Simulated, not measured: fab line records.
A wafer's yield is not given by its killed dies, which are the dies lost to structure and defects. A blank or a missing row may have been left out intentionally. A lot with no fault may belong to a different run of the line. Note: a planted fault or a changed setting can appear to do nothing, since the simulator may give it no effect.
Split-lot trial || flow n5 finfet || 39 wafers read across 7 lots, on a route 1938 steps long

ABOUT THE SPLIT
At N5_BEOL_M10_TRENCH_ETCH_37 (etches SiCOH lowk in C4F6/O2, target depth 148.83 nm, time 48 s), the setting time s was moved away from the recipe's 48 s on 9 of the 39 wafers read, by -37.3% to +53.0%. This setting was run at the recipe's value on the other wafers.

FROM THE SPLIT TO THE READING: what the file shows between them, 8 steps
- N5_BEOL_M10_ETCH_41: etches SiCN in CH3F/O2, target depth 42.6 nm, time 86 s
- N5_BEOL_M10_STRIP_77: strips in N2/H2, time 10 s
- N5_BEOL_M10_OCD_MEAS_38
- N5_BEOL_M10_HM_STRIP_39: strips TiN in peroxide tin strip, target depth 25 nm, time 158 s
- N5_BEOL_M10_SRD_40: time 30 s
- N5_BEOL_M10_ECD_50: material Cu, target thk 318 nm
- N5_BEOL_M10_ANNEAL_51: time 90 s
- N5_BEOL_M10_CMP_52: polishes, stops on SiCOH lowk, t overpolish 7 s, target thk 140 nm

THE READING
M10_THK, in nm, at N5_BEOL_M10_THK_MEAS_53 (measures by xrf). Typical for fault-free wafers on this fab line: 140.3 nm, with standard deviation 2.7 nm.

{"wafer": "L076.1", "tool, chamber at the split": "rie diel-01, 2", "time s as run, s": 48, "against the recipe": "recipe", "M10_THK, nm": 139.9, "against lot-mates on the recipe": "-"}
{"wafer": "L076.2", "tool, chamber at the split": "rie diel-01, 0", "time s as run, s": 48, "against the recipe": "recipe", "M10_THK, nm": 141.5, "against lot-mates on the recipe": "-"}
{"wafer": "L076.3", "tool, chamber at the split": "rie diel-01, 1", "time s as run, s": 48, "against the recipe": "recipe", "M10_THK, nm": 144.7, "against lot-mates on the recipe": "-"}
{"wafer": "L076.4", "tool, chamber at the split": "rie diel-01, 3", "time s as run, s": 48, "against the recipe": "recipe", "M10_THK, nm": 141.7, "against lot-mates on the recipe": "-"}
{"wafer": "L076.5", "tool, chamber at the split": "rie diel-01, 2", "time s as run, s": 48, "against the recipe": "recipe", "M10_THK, nm": 139.8, "against lot-mates on the recipe": "-"}
{"wafer": "L076.6", "tool, chamber at the split": "rie diel-01, 1", "time s as run, s": 48, "against the recipe": "recipe", "M10_THK, nm": 143.1, "against lot-mates on the recipe": "-"}
{"wafer": "L077.1", "tool, chamber at the split": "rie diel-01, 0,2", "time s as run, s": 48, "against the recipe": "recipe", "M10_THK, nm": 139.6, "against lot-mates on the recipe": "-"}
{"wafer": "L077.2", "tool, chamber at the split": "rie diel-01, 3", "time s as run, s": 48, "against the recipe": "recipe", "M10_THK, nm": 137.9, "against lot-mates on the recipe": "-"}
{"wafer": "L077.3", "tool, chamber at the split": "rie diel-01, 2", "time s as run, s": 48, "against the recipe": "recipe", "M10_THK, nm": 140.0, "against lot-mates on the recipe": "-"}
{"wafer": "L077.4", "tool, chamber at the split": "rie diel-01, 1", "time s as run, s": 48, "against the recipe": "recipe", "M10_THK, nm": 143.5, "against lot-mates on the recipe": "-"}
{"wafer": "L077.5", "tool, chamber at the split": "rie diel-01, 0,2", "time s as run, s": 48, "against the recipe": "recipe", "M10_THK, nm": 137.8, "against lot-mates on the recipe": "-"}
{"wafer": "L077.6", "tool, chamber at the split": "rie diel-01, 1", "time s as run, s": 48, "against the recipe": "recipe", "M10_THK, nm": 143.4, "against lot-mates on the recipe": "-"}
{"wafer": "L079.1", "tool, chamber at the split": "rie diel-01, 3", "time s as run, s": 72.98, "against the recipe": "+52.0%", "M10_THK, nm": 210.7, "against lot-mates on the recipe": "+75.0"}
{"wafer": "L079.2", "tool, chamber at the split": "rie diel-01, 2", "time s as run, s": 72.98, "against the recipe": "+52.0%", "M10_THK, nm": 208.2, "against lot-mates on the recipe": "+72.5"}
{"wafer": "L079.3", "tool, chamber at the split": "rie diel-01, 0", "time s as run, s": 72.98, "against the recipe": "+52.0%", "M10_THK, nm": 214.0, "against lot-mates on the recipe": "+78.3"}
{"wafer": "L079.4", "tool, chamber at the split": "rie diel-01, 1", "time s as run, s": 48, "against the recipe": "recipe", "M10_THK, nm": 135.1, "against lot-mates on the recipe": "-"}
{"wafer": "L079.5", "tool, chamber at the split": "rie diel-01, 2", "time s as run, s": 48, "against the recipe": "recipe", "M10_THK, nm": 135.2, "against lot-mates on the recipe": "-"}
{"wafer": "L079.6", "tool, chamber at the split": "rie diel-01, 1", "time s as run, s": 48, "against the recipe": "recipe", "M10_THK, nm": 136.9, "against lot-mates on the recipe": "-"}
{"wafer": "L083.1", "tool, chamber at the split": "rie diel-01, 0,2", "time s as run, s": 48, "against the recipe": "recipe", "M10_THK, nm": 138.0, "against lot-mates on the recipe": "-"}
{"wafer": "L083.5", "tool, chamber at the split": "rie diel-01, 3", "time s as run, s": 48, "against the recipe": "recipe", "M10_THK, nm": 141.7, "against lot-mates on the recipe": "-"}
{"wafer": "L083.6", "tool, chamber at the split": "rie diel-01, 0,2", "time s as run, s": 48, "against the recipe": "recipe", "M10_THK, nm": 138.1, "against lot-mates on the recipe": "-"}
{"wafer": "L090.1", "tool, chamber at the split": "rie diel-01, 3", "time s as run, s": 30.09, "against the recipe": "-37.3%", "M10_THK, nm": 83.3, "against lot-mates on the recipe": -55.1}
{"wafer": "L090.2", "tool, chamber at the split": "rie diel-01, 2", "time s as run, s": 48, "against the recipe": "recipe", "M10_THK, nm": 136.4, "against lot-mates on the recipe": "-"}
{"wafer": "L090.3", "tool, chamber at the split": "rie diel-01, 0", "time s as run, s": 30.09, "against the recipe": "-37.3%", "M10_THK, nm": 81.9, "against lot-mates on the recipe": -56.5}
{"wafer": "L090.4", "tool, chamber at the split": "rie diel-01, 1", "time s as run, s": 48, "against the recipe": "recipe", "M10_THK, nm": 139.3, "against lot-mates on the recipe": "-"}
{"wafer": "L090.5", "tool, chamber at the split": "rie diel-01, 1", "time s as run, s": 48, "against the recipe": "recipe", "M10_THK, nm": 139.4, "against lot-mates on the recipe": "-"}
{"wafer": "L090.6", "tool, chamber at the split": "rie diel-01, 0", "time s as run, s": 30.09, "against the recipe": "-37.3%", "M10_THK, nm": 78.8, "against lot-mates on the recipe": -59.6}
{"wafer": "L094.1", "tool, chamber at the split": "rie diel-01, 0", "time s as run, s": 73.42, "against the recipe": "+53.0%", "M10_THK, nm": 220.8, "against lot-mates on the recipe": "+85.1"}
{"wafer": "L094.2", "tool, chamber at the split": "rie diel-01, 2", "time s as run, s": 48, "against the recipe": "recipe", "M10_THK, nm": 135.9, "against lot-mates on the recipe": "-"}
{"wafer": "L094.3", "tool, chamber at the split": "rie diel-01, 3", "time s as run, s": 73.42, "against the recipe": "+53.0%", "M10_THK, nm": 211.4, "against lot-mates on the recipe": "+75.7"}
{"wafer": "L094.4", "tool, chamber at the split": "rie diel-01, 1", "time s as run, s": 48, "against the recipe": "recipe", "M10_THK, nm": 136.6, "against lot-mates on the recipe": "-"}
{"wafer": "L094.5", "tool, chamber at the split": "rie diel-01, 3", "time s as run, s": 73.42, "against the recipe": "+53.0%", "M10_THK, nm": 212.6, "against lot-mates on the recipe": "+76.9"}
{"wafer": "L094.6", "tool, chamber at the split": "rie diel-01, 2", "time s as run, s": 48, "against the recipe": "recipe", "M10_THK, nm": 134.6, "against lot-mates on the recipe": "-"}
{"wafer": "L096.1", "tool, chamber at the split": "rie diel-02, 0", "time s as run, s": 48, "against the recipe": "recipe", "M10_THK, nm": 144.6, "against lot-mates on the recipe": "-"}
{"wafer": "L096.2", "tool, chamber at the split": "rie diel-02, 2", "time s as run, s": 48, "against the recipe": "recipe", "M10_THK, nm": 143.9, "against lot-mates on the recipe": "-"}
{"wafer": "L096.3", "tool, chamber at the split": "rie diel-02, 3", "time s as run, s": 48, "against the recipe": "recipe", "M10_THK, nm": 143.7, "against lot-mates on the recipe": "-"}
{"wafer": "L096.4", "tool, chamber at the split": "rie diel-02, 1", "time s as run, s": 48, "against the recipe": "recipe", "M10_THK, nm": 139.6, "against lot-mates on the recipe": "-"}
{"wafer": "L096.5", "tool, chamber at the split": "rie diel-02, 0", "time s as run, s": 48, "against the recipe": "recipe", "M10_THK, nm": 145.0, "against lot-mates on the recipe": "-"}
{"wafer": "L096.6", "tool, chamber at the split": "rie diel-02, 3", "time s as run, s": 48, "against the recipe": "recipe", "M10_THK, nm": 143.8, "against lot-mates on the recipe": "-"}
If several chambers appear in one row, that row covers several wafers at once and the file leaves open which wafer was in which chamber.

THE FIT
A straight line over all 39 wafers: M10_THK changes by +1.43 nm for each +1% of time s; r = +0.99; the points scatter about the line by 3.6 nm.
The same after taking each lot's own level away (the mean of its wafers on the recipe; 39 wafers): +1.49 nm for each +1%; r = +1.00; scatter 2.2 nm.
Per that fit: largest time s move, reading shift of 79 nm.
Across the lots, their own levels run from 135.70 to 143.43 nm, a range of 2.9 times the standard deviation given above.
So the lot-to-lot level changes the slope little: the two slopes agree.
Check: +77.3 nm against its lot-mates is what the line predicts for one of the wafers moved furthest among these (+53.0%) when that wafer is left out of the fit. Against them it came out at +85.1 nm.

THE WHOLE CHAIN: every reading that the file lists as answering this split, in the file's order
{"step": "N5_BEOL_M10_TRENCH_ETCH_37", "what it does": "etches SiCOH lowk in C4F6/O2, target depth 148.83 nm, time 48 s", "reading": "BEOL_M10.feature depth nm (the simulator's own value, which no gauge read)", "change (the file's fit)": "+1.47 nm for each +1% of the setting", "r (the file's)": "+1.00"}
{"step": "N5_BEOL_M10_TRENCH_ETCH_37", "what it does": "etches SiCOH lowk in C4F6/O2, target depth 148.83 nm, time 48 s", "reading": "etch.depth nm (the simulator's own value, which no gauge read)", "change (the file's fit)": "+1.47 nm for each +1% of the setting", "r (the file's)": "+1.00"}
{"step": "N5_BEOL_M10_TRENCH_ETCH_37", "what it does": "etches SiCOH lowk in C4F6/O2, target depth 148.83 nm, time 48 s", "reading": "TiN_of_BEOL_M10_HM_DEP_02.thk nm (the simulator's own value, which no gauge read)", "change (the file's fit)": "-0.0415 nm for each +1% of the setting", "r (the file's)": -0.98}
{"step": "N5_BEOL_M10_OCD_MEAS_38", "what it does": "", "reading": "trench depth nm", "change (the file's fit)": "+1.47 nm for each +1% of the setting", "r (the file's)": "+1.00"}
{"step": "N5_BEOL_M10_CMP_52", "what it does": "polishes, stops on SiCOH lowk, t overpolish 7 s, target thk 140 nm", "reading": "Cu_of_BEOL_M10_ECD_50.thk nm (the simulator's own value, which no gauge read)", "change (the file's fit)": "+1.48 nm for each +1% of the setting", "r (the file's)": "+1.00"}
{"step": "N5_BEOL_M10_THK_MEAS_53", "what it does": "measures by xrf", "reading": "M10_THK", "change (the file's fit)": "+1.48 for each +1% of the setting", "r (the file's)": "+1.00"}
{"step": "N5_BEOL_M10_RS_MEAS_57", "what it does": "measures by four-point-probe", "reading": "M10_RS", "change (the file's fit)": "not straight: 0.282 at the lowest setting, 0.152 at the recipe, 0.095 at the highest", "r (the file's)": "not given"}

FILE'S OWN FIT
M10_THK changes by +1.48 nm for each +1% of time s, r = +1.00.
